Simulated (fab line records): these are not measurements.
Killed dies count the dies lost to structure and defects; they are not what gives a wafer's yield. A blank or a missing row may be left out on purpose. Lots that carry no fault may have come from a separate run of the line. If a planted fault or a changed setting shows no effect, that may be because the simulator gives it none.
The tool behind it: which one? / flow n5Finfet / Sampling: 10 lots, 30 wafers, 4 of 1938 route steps

== WHAT THE GAUGES READ, wafer by wafer ==
The record lacks any reading of a measuring or inspecting step that a usual standard deviation could be used to judge.

== WHICH TOOL RAN EACH LOT (tool, then ch and the chambers of the sampled wafers, then the start) ==
lot=L586; N5_BEOL_M13_ETCH_67=rieDiel-04 ch 0,2, day 12 15:34; N5_BEOL_M13_TRENCH_ETCH_34=rieDiel-04 ch 0,2, day 12 15:55; N5_BEOL_M13_STRIP_37=plasmaAsher-01 ch 0,1, day 12 16:08; N5_BEOL_M13_ETCH_38=rieDiel-05 ch 0,1, day 12 16:20
lot=L588; N5_BEOL_M13_ETCH_67=rieDiel-05 ch 1,2, day 13 07:59; N5_BEOL_M13_TRENCH_ETCH_34=rieDiel-05 ch 1,2, day 13 08:22; N5_BEOL_M13_STRIP_37=plasmaAsher-01 ch 0, day 13 08:35; N5_BEOL_M13_ETCH_38=rieDiel-05 ch 0,1,2, day 13 09:40
lot=L590; N5_BEOL_M13_ETCH_67=rieDiel-04 ch 0,1,3, day 13 13:10; N5_BEOL_M13_TRENCH_ETCH_34=rieDiel-04 ch 0,1,3, day 13 13:32; N5_BEOL_M13_STRIP_37=plasmaAsher-02 ch 0,1, day 13 13:45; N5_BEOL_M13_ETCH_38=rieDiel-05 ch 0,1,3, day 13 14:13
lot=L591; N5_BEOL_M13_ETCH_67=rieDiel-04 ch 1,2,3, day 13 17:08; N5_BEOL_M13_TRENCH_ETCH_34=rieDiel-04 ch 1,2,3, day 13 17:30; N5_BEOL_M13_STRIP_37=plasmaAsher-02 ch 1, day 13 17:43; N5_BEOL_M13_ETCH_38=rieDiel-05 ch 2,3, day 13 18:16
lot=L598; N5_BEOL_M13_ETCH_67=rieDiel-04 ch 0,1,3, day 15 07:36; N5_BEOL_M13_TRENCH_ETCH_34=rieDiel-04 ch 0,1,3, day 15 07:58; N5_BEOL_M13_STRIP_37=plasmaAsher-02 ch 0,1, day 15 08:12; N5_BEOL_M13_ETCH_38=rieDiel-05 ch 1,3, day 15 08:23
lot=L599; N5_BEOL_M13_ETCH_67=rieDiel-04 ch 0,3, day 15 15:11; N5_BEOL_M13_TRENCH_ETCH_34=rieDiel-04 ch 0,3, day 15 15:34; N5_BEOL_M13_STRIP_37=plasmaAsher-01 ch 0,1, day 15 15:47; N5_BEOL_M13_ETCH_38=rieDiel-04 ch 0,1,3, day 15 16:48
lot=L601; N5_BEOL_M13_ETCH_67=rieDiel-03 ch 0,1,3, day 16 14:11; N5_BEOL_M13_TRENCH_ETCH_34=rieDiel-03 ch 0,1,3, day 16 14:34; N5_BEOL_M13_STRIP_37=plasmaAsher-02 ch 0,1, day 16 14:47; N5_BEOL_M13_ETCH_38=rieDiel-03 ch 0,2,3, day 16 16:49
lot=L602; N5_BEOL_M13_ETCH_67=rieDiel-03 ch 0,1, day 17 07:46; N5_BEOL_M13_TRENCH_ETCH_34=rieDiel-03 ch 0,1, day 17 08:08; N5_BEOL_M13_STRIP_37=plasmaAsher-01 ch 0,1, day 17 08:22; N5_BEOL_M13_ETCH_38=rieDiel-03 ch 2,3, day 17 10:58
lot=L604; N5_BEOL_M13_ETCH_67=rieDiel-05 ch 1,3, day 17 11:33; N5_BEOL_M13_TRENCH_ETCH_34=rieDiel-05 ch 1,3, day 17 11:55; N5_BEOL_M13_STRIP_37=plasmaAsher-01 ch 0,1, day 17 12:08; N5_BEOL_M13_ETCH_38=rieDiel-04 ch 1,2,3, day 17 12:45
lot=L605; N5_BEOL_M13_ETCH_67=rieDiel-03 ch 1,3, day 18 03:06; N5_BEOL_M13_TRENCH_ETCH_34=rieDiel-03 ch 1,3, day 18 03:28; N5_BEOL_M13_STRIP_37=plasmaAsher-02 ch 0,1, day 18 03:43; N5_BEOL_M13_ETCH_38=rieDiel-04 ch 0,2,3, day 18 03:46
- N5_BEOL_M13_ETCH_67: etches SiARC in CF4, target depth 143 nm, time 238.3 s.
- N5_BEOL_M13_TRENCH_ETCH_34: etches SiOC in C4F8/O2/Ar, target depth 413.47 nm, time 162.6 s.
- N5_BEOL_M13_STRIP_37: strips in N2/H2.
- N5_BEOL_M13_ETCH_38: etches SiCN in CF4/N2, target depth 67.5 nm, time 71.9 s.

== AS READ BY THE TOOLS THEMSELVES (means over the sampled wafers that have a number; for cases with no such wafer, the mark the record gives instead) ==
N5_BEOL_M13_ETCH_67.
lot=L586; tool=rieDiel-04; drypumpMotorCurrentA (A)=5.2; etchRfOnTimeS (s)=236; oesProductAu (a.u.)=0.61; rfVppV (V)=183.5; showerheadPlenumPTorr (Torr)=2.10; throttleValvePct (%)=15.59
lot=L588; tool=rieDiel-05; drypumpMotorCurrentA (A)=5.4; etchRfOnTimeS (s)=238; oesProductAu (a.u.)=0.70; rfVppV (V)=185.5; showerheadPlenumPTorr (Torr)=2.26; throttleValvePct (%)=15.79
lot=L590; tool=rieDiel-04; drypumpMotorCurrentA (A)=5.0; etchRfOnTimeS (s)=244; oesProductAu (a.u.)=0.61; rfVppV (V)=184.5; showerheadPlenumPTorr (Torr)=2.18; throttleValvePct (%)=15.79
lot=L591; tool=rieDiel-04; drypumpMotorCurrentA (A)=5.0; etchRfOnTimeS (s)=241; oesProductAu (a.u.)=0.61; rfVppV (V)=183.5; showerheadPlenumPTorr (Torr)=2.15; throttleValvePct (%)=15.90
lot=L598; tool=rieDiel-04; drypumpMotorCurrentA (A)=5.0; etchRfOnTimeS (s)=294; oesProductAu (a.u.)=0.58; rfVppV (V)=184.0; showerheadPlenumPTorr (Torr)=2.18; throttleValvePct (%)=15.80
lot=L599; tool=rieDiel-04; drypumpMotorCurrentA (A)=5.0; etchRfOnTimeS (s)=293; oesProductAu (a.u.)=0.57; rfVppV (V)=183.6; showerheadPlenumPTorr (Torr)=2.17; throttleValvePct (%)=15.71
lot=L601; tool=rieDiel-03; drypumpMotorCurrentA (A)=5.7; etchRfOnTimeS (s)=242; oesProductAu (a.u.)=0.63; rfVppV (V)=183.5; showerheadPlenumPTorr (Torr)=2.08; throttleValvePct (%)=15.92
lot=L602; tool=rieDiel-03; drypumpMotorCurrentA (A)=5.3; etchRfOnTimeS (s)=243; oesProductAu (a.u.)=0.60; rfVppV (V)=182.6; showerheadPlenumPTorr (Torr)=2.05; throttleValvePct (%)=15.99
lot=L604; tool=rieDiel-05; drypumpMotorCurrentA (A)=5.8; etchRfOnTimeS (s)=235; oesProductAu (a.u.)=0.67; rfVppV (V)=185.0; showerheadPlenumPTorr (Torr)=2.19; throttleValvePct (%)=15.73
lot=L605; tool=rieDiel-03; drypumpMotorCurrentA (A)=6.1; etchRfOnTimeS (s)=242; oesProductAu (a.u.)=0.62; rfVppV (V)=183.7; showerheadPlenumPTorr (Torr)=2.11; throttleValvePct (%)=15.94

N5_BEOL_M13_TRENCH_ETCH_34.
lot=L586; tool=rieDiel-04; drypumpMotorCurrentA (A)=5.2; heOuterTorr (Torr)=30.00; oesProductAu (a.u.)=0.70; rfVppV (V)=664; showerheadPlenumPTorr (Torr)=3.34; throttleValvePct (%)=24.00
lot=L588; tool=rieDiel-05; drypumpMotorCurrentA (A)=5.4; heOuterTorr (Torr)=30.03; oesProductAu (a.u.)=0.83; rfVppV (V)=669; showerheadPlenumPTorr (Torr)=3.60; throttleValvePct (%)=24.40
lot=L590; tool=rieDiel-04; drypumpMotorCurrentA (A)=5.1; heOuterTorr (Torr)=29.99; oesProductAu (a.u.)=0.72; rfVppV (V)=668; showerheadPlenumPTorr (Torr)=3.48; throttleValvePct (%)=24.33
lot=L591; tool=rieDiel-04; drypumpMotorCurrentA (A)=5.0; heOuterTorr (Torr)=29.98; oesProductAu (a.u.)=0.71; rfVppV (V)=666; showerheadPlenumPTorr (Torr)=3.43; throttleValvePct (%)=24.41
lot=L598; tool=rieDiel-04; drypumpMotorCurrentA (A)=5.1; heOuterTorr (Torr)=30.01; oesProductAu (a.u.)=0.70; rfVppV (V)=667; showerheadPlenumPTorr (Torr)=3.47; throttleValvePct (%)=24.34
lot=L599; tool=rieDiel-04; drypumpMotorCurrentA (A)=5.0; heOuterTorr (Torr)=30.06; oesProductAu (a.u.)=0.71; rfVppV (V)=667; showerheadPlenumPTorr (Torr)=3.46; throttleValvePct (%)=24.21
lot=L601; tool=rieDiel-03; drypumpMotorCurrentA (A)=5.8; heOuterTorr (Torr)=29.98; oesProductAu (a.u.)=0.74; rfVppV (V)=662; showerheadPlenumPTorr (Torr)=3.33; throttleValvePct (%)=24.53
lot=L602; tool=rieDiel-03; drypumpMotorCurrentA (A)=5.3; heOuterTorr (Torr)=30.00; oesProductAu (a.u.)=0.70; rfVppV (V)=662; showerheadPlenumPTorr (Torr)=3.28; throttleValvePct (%)=24.51
lot=L604; tool=rieDiel-05; drypumpMotorCurrentA (A)=5.8; heOuterTorr (Torr)=30.07; oesProductAu (a.u.)=0.78; rfVppV (V)=667; showerheadPlenumPTorr (Torr)=3.49; throttleValvePct (%)=24.32
lot=L605; tool=rieDiel-03; drypumpMotorCurrentA (A)=6.1; heOuterTorr (Torr)=30.04; oesProductAu (a.u.)=0.72; rfVppV (V)=664; showerheadPlenumPTorr (Torr)=3.37; throttleValvePct (%)=24.53

N5_BEOL_M13_STRIP_37.
lot=L586; tool=plasmaAsher-01; drypumpMotorCurrentA (A)=5.27; heaterPowerW (W)=294; n2FlowSccm (sccm)=1745; oesProductAu (a.u.)=0.798
lot=L588; tool=plasmaAsher-01; drypumpMotorCurrentA (A)=4.81; heaterPowerW (W)=338; n2FlowSccm (sccm)=1747; oesProductAu (a.u.)=0.777
lot=L590; tool=plasmaAsher-02; drypumpMotorCurrentA (A)=5.31; heaterPowerW (W)=381; n2FlowSccm (sccm)=1749; oesProductAu (a.u.)=0.785
lot=L591; tool=plasmaAsher-02; drypumpMotorCurrentA (A)=5.20; heaterPowerW (W)=351; n2FlowSccm (sccm)=1745; oesProductAu (a.u.)=0.774
lot=L598; tool=plasmaAsher-02; drypumpMotorCurrentA (A)=5.24; heaterPowerW (W)=372; n2FlowSccm (sccm)=1749; oesProductAu (a.u.)=0.778
lot=L599; tool=plasmaAsher-01; drypumpMotorCurrentA (A)=5.25; heaterPowerW (W)=303; n2FlowSccm (sccm)=1750; oesProductAu (a.u.)=0.790
lot=L601; tool=plasmaAsher-02; drypumpMotorCurrentA (A)=5.34; heaterPowerW (W)=385; n2FlowSccm (sccm)=1750; oesProductAu (a.u.)=0.786
lot=L602; tool=plasmaAsher-01; drypumpMotorCurrentA (A)=5.25; heaterPowerW (W)=304; n2FlowSccm (sccm)=1742; oesProductAu (a.u.)=0.790
lot=L604; tool=plasmaAsher-01; drypumpMotorCurrentA (A)=5.26; heaterPowerW (W)=305; n2FlowSccm (sccm)=1749; oesProductAu (a.u.)=0.782
lot=L605; tool=plasmaAsher-02; drypumpMotorCurrentA (A)=5.31; heaterPowerW (W)=379; n2FlowSccm (sccm)=1750; oesProductAu (a.u.)=0.783

N5_BEOL_M13_ETCH_38.
lot=L586; tool=rieDiel-05; drypumpMotorCurrentA (A)=5.7; n2FlowSccm (sccm)=59.96; oesProductAu (a.u.)=0.81; rfVppV (V)=384.9; showerheadPlenumPTorr (Torr)=2.33; throttleValvePct (%)=15.56
lot=L588; tool=rieDiel-05; drypumpMotorCurrentA (A)=5.5; n2FlowSccm (sccm)=60.14; oesProductAu (a.u.)=0.83; rfVppV (V)=384.5; showerheadPlenumPTorr (Torr)=2.33; throttleValvePct (%)=15.52
lot=L590; tool=rieDiel-05; drypumpMotorCurrentA (A)=5.9; n2FlowSccm (sccm)=60.01; oesProductAu (a.u.)=0.82; rfVppV (V)=383.7; showerheadPlenumPTorr (Torr)=2.26; throttleValvePct (%)=15.41
lot=L591; tool=rieDiel-05; drypumpMotorCurrentA (A)=5.7; n2FlowSccm (sccm)=60.05; oesProductAu (a.u.)=0.84; rfVppV (V)=382.4; showerheadPlenumPTorr (Torr)=2.20; throttleValvePct (%)=15.28
lot=L598; tool=rieDiel-05; drypumpMotorCurrentA (A)=5.8; n2FlowSccm (sccm)=59.90; oesProductAu (a.u.)=0.79; rfVppV (V)=383.1; showerheadPlenumPTorr (Torr)=2.26; throttleValvePct (%)=15.51
lot=L599; tool=rieDiel-04; drypumpMotorCurrentA (A)=5.0; n2FlowSccm (sccm)=59.91; oesProductAu (a.u.)=0.70; rfVppV (V)=383.9; showerheadPlenumPTorr (Torr)=2.24; throttleValvePct (%)=15.65
lot=L601; tool=rieDiel-03; drypumpMotorCurrentA (A)=5.8; n2FlowSccm (sccm)=59.85; oesProductAu (a.u.)=0.81; rfVppV (V)=381.5; showerheadPlenumPTorr (Torr)=2.16; throttleValvePct (%)=15.55
lot=L602; tool=rieDiel-03; drypumpMotorCurrentA (A)=6.2; n2FlowSccm (sccm)=60.05; oesProductAu (a.u.)=0.86; rfVppV (V)=381.4; showerheadPlenumPTorr (Torr)=2.18; throttleValvePct (%)=15.50
lot=L604; tool=rieDiel-04; drypumpMotorCurrentA (A)=5.0; n2FlowSccm (sccm)=59.89; oesProductAu (a.u.)=0.81; rfVppV (V)=384.8; showerheadPlenumPTorr (Torr)=2.29; throttleValvePct (%)=15.61
lot=L605; tool=rieDiel-04; drypumpMotorCurrentA (A)=5.1; n2FlowSccm (sccm)=59.86; oesProductAu (a.u.)=0.79; rfVppV (V)=383.1; showerheadPlenumPTorr (Torr)=2.26; throttleValvePct (%)=15.42

== THE ANSWER, worked out from the rows above alone ==
Rule: usual is defined by the lots themselves. The widest of any qualifying gaps counts: lots, ordered by their means at a reading, are off when they make up no more than a third of the lots, leave a main group of 4 or more, and stand apart from it by 3 or more times the standard deviation of that group's means. Not used: any main group whose means are identical at the precision the tables above print for the reading. A lot without any number at a reading at which 4 lots or more have one is off too. Any other lot the step has rows for is counted as sound. After the gauges, taken in route order, come the tools' own readings; for these a lot's mean is taken, as printed above. The first step at which some lot is off is used, and at that step the reading that is off furthest; a lot without a number counts as furthest.
Off at N5_BEOL_M13_ETCH_67 (etchRfOnTimeS): L598, L599. Main group: mean 240 s, sd 3.1.
A tool fits if, at that step or a process step before it, it ran every lot that is off, and no sound lot after the first of them. One candidate fits, namely rieDiel-04 at N5_BEOL_M13_ETCH_67. Its last sound lot is L591 (day 13 17:08), its first lot that is off L598 (day 15 07:36): a fault that began between those two fits.
On the lots that are off, the tool's own readings at N5_BEOL_M13_ETCH_67 differ by more than 5 times the standard deviation of the sound lots' means, which bears it out; etchRfOnTimeS reads 294 s there versus 240 s on the sound lots.

== WHAT THE SIMULATOR HAD PUT IN ==
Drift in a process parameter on rieDiel-04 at N5_BEOL_M13_ETCH_67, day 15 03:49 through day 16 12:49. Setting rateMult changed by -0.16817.
Struck lots among those shown: L598, L599. The rule above reached the same finding.
